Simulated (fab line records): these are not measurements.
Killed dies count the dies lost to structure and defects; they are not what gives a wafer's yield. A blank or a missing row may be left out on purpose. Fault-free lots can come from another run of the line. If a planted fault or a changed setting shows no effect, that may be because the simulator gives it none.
The tool behind it: which one? -- flow n5_finfet -- Sampling: 24 lots, 72 wafers, 6 of 1938 route steps

WHAT THE GAUGES SHOWED, per wafer
Not one reading of a measure or inspect step in the record can be checked against a usual standard deviation.

WHICH TOOL RAN EACH LOT (tool, then ch and the chambers of the sampled wafers, then the start)
lot,N5_BEOL_M5_ANNEAL_49,N5_BEOL_M6_ILD_DEP_00,N5_BEOL_M6_PECVD_70,N5_BEOL_M6_STRIP_36,N5_BEOL_M6_ETCH_41,N5_BEOL_M7_CURE_74
L074,"pvd_sputter-03, day 8 12:44","pecvd-02 ch 0,1,2, day 8 18:07","pecvd-03 ch 0,1, day 8 18:44","rie_diel-01 ch 0,2, day 8 21:56","rie_diel-01 ch 0,2, day 9 01:07 or earlier","uv_cure-02 ch 2, day 9 01:07"
L075,"pvd_sputter-01, day 8 14:17","pecvd-03 ch 1,2, day 8 19:40","pecvd-03 ch 0,2, day 8 20:17","rie_diel-02 ch 0,3, day 9 03:44","rie_diel-02 ch 0,3, day 9 07:23 or earlier","uv_cure-01 ch 1, day 9 07:23"
L076,"pvd_sputter-03, day 8 19:23","pecvd-03 ch 1,2, day 9 00:47","pecvd-03 ch 0,2, day 9 01:23","rie_diel-06 ch 1,2,3, day 9 07:31","rie_diel-06 ch 1,2,3, day 9 10:16 or earlier","uv_cure-02 ch 0, day 9 10:16"
L077,"pvd_sputter-03, day 8 23:49","pecvd-03 ch 0,1,2, day 9 06:01","pecvd-04 ch 1,2, day 9 06:38","rie_diel-06 ch 0,1,3, day 9 09:57","rie_diel-06 ch 0,1,3, day 9 13:31 or earlier","uv_cure-03 ch 0, day 9 13:31"
L078,"pvd_sputter-03, day 9 11:44","pecvd-04 ch 0,1,2, day 9 17:11","pecvd-03 ch 0,2, day 9 17:48","rie_diel-06 ch 0,1, day 9 20:31","rie_diel-06 ch 0,1, day 9 23:19 or earlier","uv_cure-01 ch 0, day 9 23:19"
L079,"pvd_sputter-03, day 9 16:43","pecvd-04 ch 0,2, day 9 23:26","pecvd-03 ch 1,2, day 10 00:03","rie_diel-01 ch 0,1,3, day 10 03:41","rie_diel-01 ch 0,1,3, day 10 08:04 or earlier","uv_cure-01 ch 0, day 10 08:04"
L081,"pvd_sputter-02, day 10 06:56","pecvd-02 ch 0,1, day 10 12:22","pecvd-02 ch 0,1, day 10 12:59","rie_diel-01 ch 2,3, day 10 17:49","rie_diel-01 ch 2,3, day 10 23:55 or earlier","uv_cure-01 ch 1, day 10 23:55"
L080,"pvd_sputter-01, day 10 08:24","pecvd-03 ch 0,1,2, day 10 13:47","pecvd-02 ch 0,2, day 10 14:53","rie_diel-06 ch 1,3, day 10 22:28","rie_diel-06 ch 1,3, day 11 01:20 or earlier","uv_cure-01 ch 2, day 11 01:20"
L082,"pvd_sputter-01, day 10 13:59","pecvd-03 ch 1,2, day 10 19:36","pecvd-02 ch 0,1, day 10 20:13","rie_diel-01 ch 1,2,3, day 11 01:51","rie_diel-01 ch 1,2,3, day 11 05:23 or earlier","uv_cure-03 ch 2, day 11 05:23"
L083,"pvd_sputter-01, day 10 18:39","pecvd-03 ch 0,1,2, day 11 00:03","pecvd-03 ch 1,2, day 11 00:40","rie_diel-02 ch 2,3, day 11 06:40","rie_diel-02 ch 2,3, day 11 09:55 or earlier","uv_cure-03 ch 0, day 11 09:55"
L084,"pvd_sputter-01, day 11 04:10","pecvd-03 ch 0,1, day 11 09:33","pecvd-04 ch 1,2, day 11 10:10","rie_diel-02 ch 0,1,3, day 11 14:19","rie_diel-02 ch 0,1,3, day 11 17:24 or earlier","uv_cure-03 ch 0, day 11 17:24"
L085,"pvd_sputter-03, day 11 06:07","pecvd-03 ch 0,1,2, day 11 11:30","pecvd-04 ch 0,1,2, day 11 12:38","rie_diel-06 ch 0,1,3, day 11 17:25","rie_diel-06 ch 0,1,3, day 11 22:10 or earlier","uv_cure-03 ch 2, day 11 22:10"
L086,"pvd_sputter-03, day 11 12:56","pecvd-03 ch 0,1, day 11 18:28","pecvd-03 ch 0,1, day 11 19:34","rie_diel-01 ch 0,2,3, day 12 02:26","rie_diel-01 ch 0,2,3, day 12 05:47 or earlier","uv_cure-02 ch 1, day 12 05:47"
L087,"pvd_sputter-03, day 11 23:12","pecvd-04 ch 0,2, day 12 04:35","pecvd-03 ch 1,2, day 12 06:05","rie_diel-01 ch 0,3, day 12 12:06","rie_diel-01 ch 0,3, day 12 15:31 or earlier","uv_cure-01 ch 1, day 12 15:31"
L089,"pvd_sputter-01, day 12 13:03","pecvd-03 ch 1,2, day 12 18:29","pecvd-04 ch 0,1,2, day 12 19:07","rie_diel-02 ch 0,2,3, day 12 23:47","rie_diel-02 ch 0,2,3, day 13 03:55 or earlier","uv_cure-03 ch 2, day 13 03:55"
L091,"pvd_sputter-02, day 12 16:45","pecvd-04 ch 1,2, day 12 22:11","pecvd-02 ch 0,1, day 12 22:47","rie_diel-02 ch 0,1,2, day 13 02:11","rie_diel-02 ch 0,1,2, day 13 06:52 or earlier","uv_cure-01 ch 0, day 13 06:52"
L090,"pvd_sputter-01, day 12 18:34","pecvd-03 ch 0,2, day 12 23:56","pecvd-03 ch 0,1,2, day 13 00:34","rie_diel-06 ch 0,1,2, day 13 05:47","rie_diel-06 ch 0,1,2, day 13 09:20 or earlier","uv_cure-02 ch 2, day 13 09:20"
L088,"pvd_sputter-02, day 13 01:42","pecvd-04 ch 1,2, day 13 07:08","pecvd-03 ch 1,2, day 13 07:45","rie_diel-06 ch 1,3, day 13 12:32","rie_diel-06 ch 1,3, day 13 15:11 or earlier","uv_cure-02 ch 1, day 13 15:11"
L092,"pvd_sputter-03, day 13 04:01","pecvd-04 ch 0,1,2, day 13 10:01","pecvd-02 ch 0,1,2, day 13 10:37","rie_diel-06 ch 0,1,3, day 13 17:09","rie_diel-06 ch 0,1,3, day 13 20:51 or earlier","uv_cure-02 ch 1, day 13 20:51"
L095,"pvd_sputter-02, day 13 14:35","pecvd-03 ch 0,1,2, day 13 20:01","pecvd-02 ch 0,1, day 13 20:37","rie_diel-01 ch 0,2,3, day 14 00:20","rie_diel-01 ch 0,2,3, day 14 03:20 or earlier","uv_cure-03 ch 0, day 14 03:20"
L094,"pvd_sputter-01, day 13 23:50","pecvd-02 ch 1,2, day 14 05:14","pecvd-02 ch 0,1,2, day 14 05:52","rie_diel-02 ch 0,2, day 14 09:31","rie_diel-02 ch 0,2, day 14 13:20 or earlier","uv_cure-01 ch 1, day 14 13:20"
L093,"pvd_sputter-02, day 14 12:14","pecvd-03 ch 0,1,2, day 14 17:39","pecvd-02 ch 1,2, day 14 18:19","rie_diel-01 ch 0,1,3, day 15 00:14","rie_diel-01 ch 0,1,3, day 15 04:05 or earlier","uv_cure-03 ch 2, day 15 04:05"
L096,"pvd_sputter-03, day 14 19:27","pecvd-03 ch 2, day 15 01:11","pecvd-02 ch 1,2, day 15 01:50","rie_diel-02 ch 0,1,2, day 15 04:10","rie_diel-02 ch 0,1,2, day 15 07:32 or earlier","uv_cure-03 ch 1, day 15 07:32"
L097,"pvd_sputter-01, day 15 14:17","pecvd-04 ch 0,1, day 15 19:51","pecvd-02 ch 0,1, day 15 20:28","rie_diel-06 ch 0,3, day 16 01:46","rie_diel-06 ch 0,3, day 16 05:15 or earlier","uv_cure-01 ch 2, day 16 05:15"
- N5_BEOL_M5_ANNEAL_49: time 1800 s.
- N5_BEOL_M6_ILD_DEP_00: deposits SiCOH lowk from DEMS/porogen, target thk 179.75 nm, time 33.4 s.
- N5_BEOL_M6_PECVD_70: deposits SiO2 from TEOS/O2, target thk 20 nm, time 22.7 s.
- N5_BEOL_M6_STRIP_36: strips in N2/H2.
- N5_BEOL_M6_ETCH_41: etches SiCN in CH3F/O2, target depth 29.7 nm, time 52 s.
- N5_BEOL_M7_CURE_74: cures SiCOH lowk, time 240 s.

AS READ BY THE TOOLS THEMSELVES (means over the sampled wafers that have a number; for cases with no such wafer, the mark the record gives instead)
N5_BEOL_M5_ANNEAL_49. Usual: heater_power_w 795 W, standard deviation 86.
lot,tool,heater_power_w (W),flag
L074,pvd_sputter-03,737,
L075,pvd_sputter-01,841,
L076,pvd_sputter-03,741,
L077,pvd_sputter-03,784,
L078,pvd_sputter-03,744,
L079,pvd_sputter-03,739,
L081,pvd_sputter-02,795,
L080,pvd_sputter-01,885,
L082,pvd_sputter-01,768,
L083,pvd_sputter-01,825,
L084,pvd_sputter-01,770,
L085,pvd_sputter-03,784,
L086,pvd_sputter-03,700,
L087,pvd_sputter-03,743,
L089,pvd_sputter-01,900,
L091,pvd_sputter-02,815,
L090,pvd_sputter-01,828,
L088,pvd_sputter-02,890,
L092,pvd_sputter-03,756,
L095,pvd_sputter-02,884,
L094,pvd_sputter-01,723,
L093,pvd_sputter-02,889,
L096,pvd_sputter-03,746,
L097,pvd_sputter-01,826,

N5_BEOL_M6_ILD_DEP_00. Usual: chamber_pressure_Torr 5.000 Torr, standard deviation 0.01; heater_power_w 312 W, standard deviation 34; showerhead_plenum_p_Torr 5.744 Torr, standard deviation 0.016; throttle_valve_pct 14.2 %, standard deviation 1.2.
lot,tool,chamber_pressure_Torr (Torr),heater_power_w (W),showerhead_plenum_p_Torr (Torr),throttle_valve_pct (%),flag
L074,pecvd-02,4.998,318,5.743,14.5,
L075,pecvd-03,4.991,299,5.746,13.7,
L076,pecvd-03,5.006,302,5.754,13.8,
L077,pecvd-03,5.000,295,5.747,13.8,
L078,pecvd-04,4.997,319,5.737,14.5,
L079,pecvd-04,4.997,331,5.722,14.2,
L081,pecvd-02,5.002,352,5.737,14.8,
L080,pecvd-03,4.997,299,5.741,13.8,
L082,pecvd-03,4.985,296,5.748,14.2,
L083,pecvd-03,5.006,308,5.754,13.9,
L084,pecvd-03,5.008,292,5.763,14.3,
L085,pecvd-03,4.997,302,5.752,14.0,
L086,pecvd-03,4.994,317,5.754,14.0,
L087,pecvd-04,4.997,332,5.731,15.9,
L089,pecvd-03,5.010,260,5.759,14.6,
L091,pecvd-04,4.989,333,5.725,13.5,
L090,pecvd-03,5.002,334,5.750,13.5,
L088,pecvd-04,4.999,311,5.736,13.6,
L092,pecvd-04,5.000,307,5.732,14.7,
L095,pecvd-03,5.002,293,5.739,13.8,
L094,pecvd-02,4.987,308,5.755,14.3,
L093,pecvd-03,5.005,310,5.751,14.0,
L096,pecvd-03,4.996,316,5.730,13.6,
L097,pecvd-04,4.999,302,5.737,15.1,

N5_BEOL_M6_PECVD_70. Usual: chamber_pressure_Torr 5.499 Torr, standard deviation 0.012; heater_power_w 733 W, standard deviation 62; showerhead_plenum_p_Torr 8.81 Torr, standard deviation 0.064; throttle_valve_pct 22.9 %, standard deviation 1.5.
lot,tool,chamber_pressure_Torr (Torr),heater_power_w (W),showerhead_plenum_p_Torr (Torr),throttle_valve_pct (%),flag
L074,pecvd-03,5.498,642,8.87,22.5,
L075,pecvd-03,5.498,741,8.83,21.7,
L076,pecvd-03,5.507,723,8.81,21.8,
L077,pecvd-04,5.497,761,8.76,22.2,
L078,pecvd-03,5.496,698,8.80,21.6,
L079,pecvd-03,5.489,738,8.80,22.3,
L081,pecvd-02,5.496,759,8.76,23.9,
L080,pecvd-02,5.510,656,8.75,23.9,
L082,pecvd-02,5.508,786,8.81,23.3,
L083,pecvd-03,5.500,725,8.85,23.2,
L084,pecvd-04,5.494,742,8.75,22.0,
L085,pecvd-04,5.491,742,8.74,23.8,
L086,pecvd-03,5.495,649,8.87,22.5,
L087,pecvd-03,5.499,653,8.85,23.2,
L089,pecvd-04,5.495,728,8.74,23.9,
L091,pecvd-02,5.499,772,8.78,23.8,
L090,pecvd-03,5.491,699,8.82,22.4,
L088,pecvd-03,5.504,728,8.86,23.3,
L092,pecvd-02,5.494,749,8.80,23.3,
L095,pecvd-02,5.501,795,8.80,23.2,
L094,pecvd-02,5.515,718,8.79,23.5,
L093,pecvd-02,5.497,715,8.85,22.8,
L096,pecvd-02,5.500,795,8.85,22.7,
L097,pecvd-02,5.500,698,8.76,21.1,

N5_BEOL_M6_STRIP_36. Usual: drypump_motor_current_A 5.6 A, standard deviation 0.52; h2_flow_sccm 200.0 sccm, standard deviation 0.64; oes_product_au 0.84 a.u., standard deviation 0.086; rf_vpp_V 59.4 V, standard deviation 1.4; showerhead_plenum_p_Torr 2.54 Torr, standard deviation 0.1; throttle_valve_pct 23.57 %, standard deviation 0.21.
lot,tool,drypump_motor_current_A (A),h2_flow_sccm (sccm),oes_product_au (a.u.),rf_vpp_V (V),showerhead_plenum_p_Torr (Torr),throttle_valve_pct (%),flag
L074,rie_diel-01,5.4,200.0,0.91,59.0,2.51,23.30,
L075,rie_diel-02,5.9,201.0,0.71,59.2,2.42,23.86,
L076,rie_diel-06,5.2,200.7,0.84,59.9,2.54,23.49,
L077,rie_diel-06,5.3,200.2,0.89,60.1,2.58,23.48,
L078,rie_diel-06,5.1,199.6,0.84,60.5,2.60,23.50,
L079,rie_diel-01,6.3,200.1,0.85,59.4,2.50,23.60,
L081,rie_diel-01,5.8,200.3,0.90,58.0,2.48,23.41,
L080,rie_diel-06,5.0,200.5,0.82,59.2,2.52,23.40,
L082,rie_diel-01,6.0,200.1,0.90,59.4,2.48,23.46,
L083,rie_diel-02,5.8,200.3,0.82,61.6,2.61,23.62,
L084,rie_diel-02,5.8,199.5,0.79,60.3,2.51,23.64,
L085,rie_diel-06,5.2,199.3,0.85,59.1,2.58,23.50,
L086,rie_diel-01,5.7,200.2,0.84,59.6,2.50,23.45,
L087,rie_diel-01,6.0,200.4,0.78,59.5,2.51,23.56,
L089,rie_diel-02,5.9,199.8,0.74,58.4,2.51,23.78,
L091,rie_diel-02,5.5,199.9,0.84,60.2,2.60,23.59,
L090,rie_diel-06,5.3,199.5,0.81,61.6,2.60,23.63,
L088,rie_diel-06,5.2,200.4,0.82,59.3,2.49,23.40,
L092,rie_diel-06,5.2,199.9,0.83,59.7,2.57,23.51,
L095,rie_diel-01,5.8,199.7,0.82,60.1,2.49,23.47,
L094,rie_diel-02,5.5,199.8,0.75,60.0,2.50,23.85,
L093,rie_diel-01,6.3,200.5,0.81,58.5,2.49,23.63,
L096,rie_diel-02,5.5,200.0,0.81,58.4,2.59,23.61,
L097,rie_diel-06,5.5,199.8,0.85,60.1,2.61,23.64,

N5_BEOL_M6_ETCH_41. Usual: drypump_motor_current_A 5.6 A, standard deviation 0.52; oes_product_au 0.84 a.u., standard deviation 0.086; rf_vpp_V 297.2 V, standard deviation 1.8; showerhead_plenum_p_Torr 2.00 Torr, standard deviation 0.081; throttle_valve_pct 16.21 %, standard deviation 0.22.
lot,tool,drypump_motor_current_A (A),oes_product_au (a.u.),rf_vpp_V (V),showerhead_plenum_p_Torr (Torr),throttle_valve_pct (%),flag
L074,rie_diel-01,5.4,0.91,296.8,1.98,15.96,
L075,rie_diel-02,5.9,0.71,296.0,1.89,16.27,
L076,rie_diel-06,5.2,0.84,296.9,2.00,16.18,
L077,rie_diel-06,5.2,0.88,297.4,2.04,16.03,
L078,rie_diel-06,5.1,0.83,297.4,2.05,16.13,
L079,rie_diel-01,6.3,0.86,296.5,1.98,16.33,
L081,rie_diel-01,5.7,0.90,296.0,1.97,16.16,
L080,rie_diel-06,5.0,0.81,295.9,1.99,16.08,
L082,rie_diel-01,6.0,0.91,297.0,1.96,16.14,
L083,rie_diel-02,5.8,0.82,297.8,2.05,16.19,
L084,rie_diel-02,5.8,0.78,296.6,1.97,16.21,
L085,rie_diel-06,5.2,0.85,297.3,2.03,16.07,
L086,rie_diel-01,5.7,0.84,296.4,1.98,16.19,
L087,rie_diel-01,6.0,0.78,297.2,1.99,16.37,
L089,rie_diel-02,5.8,0.73,295.8,1.96,16.28,
L091,rie_diel-02,5.4,0.83,298.0,2.05,16.25,
L090,rie_diel-06,5.3,0.83,297.8,2.04,16.30,
L088,rie_diel-06,5.2,0.82,296.0,1.97,16.05,
L092,rie_diel-06,5.3,0.83,297.1,2.02,16.11,
L095,rie_diel-01,5.7,0.83,295.8,1.97,16.23,
L094,rie_diel-02,5.5,0.74,296.1,1.96,16.40,
L093,rie_diel-01,6.2,0.80,297.5,1.97,16.42,
L096,rie_diel-02,5.5,0.81,297.8,2.04,16.29,
L097,rie_diel-06,5.4,0.84,299.4,2.05,16.12,

N5_BEOL_M7_CURE_74. Usual: lamp_power_pct 52.31 %, standard deviation 0.057; wafer_temp_C_max 386.9, standard deviation 0.73.
lot,tool,lamp_power_pct (%),wafer_temp_C_max,flag
L074,uv_cure-02,52.31,387.3,
L075,uv_cure-01,52.34,386.1,
L076,uv_cure-02,52.33,387.0,
L077,uv_cure-03,52.30,387.2,
L078,uv_cure-01,52.31,387.2,
L079,uv_cure-01,52.36,387.5,
L081,uv_cure-01,52.31,386.5,
L080,uv_cure-01,52.27,386.8,
L082,uv_cure-03,52.28,386.3,
L083,uv_cure-03,52.35,386.9,
L084,uv_cure-03,52.33,387.0,
L085,uv_cure-03,52.28,386.4,
L086,uv_cure-02,52.32,388.5,
L087,uv_cure-01,52.34,386.6,
L089,uv_cure-03,52.35,386.5,
L091,uv_cure-01,52.30,386.5,
L090,uv_cure-02,52.28,387.2,
L088,uv_cure-02,52.29,388.5,
L092,uv_cure-02,52.34,388.1,
L095,uv_cure-03,52.36,386.7,
L094,uv_cure-01,52.32,386.3,
L093,uv_cure-03,52.29,386.3,
L096,uv_cure-03,52.27,385.6,
L097,uv_cure-01,52.30,386.6,

THE ANSWER, worked out from the rows above alone
Rule: take the mean of a lot's wafers that have a number; if it is more than 3 standard deviations from the usual mean, the lot is off. A lot without any number at a reading at which 4 lots or more have one is off too. All remaining lots with rows at the step are treated as sound. After the gauges, taken in route order, come the tools' own readings; for these a lot's mean is taken, as printed above. At the first step where some lot is off, the reading lying furthest off is the one used; lots without a number count as furthest.
No lot is off at any reading shown: from this, nothing can be told.

WHAT WAS PUT IN BY THE SIMULATOR
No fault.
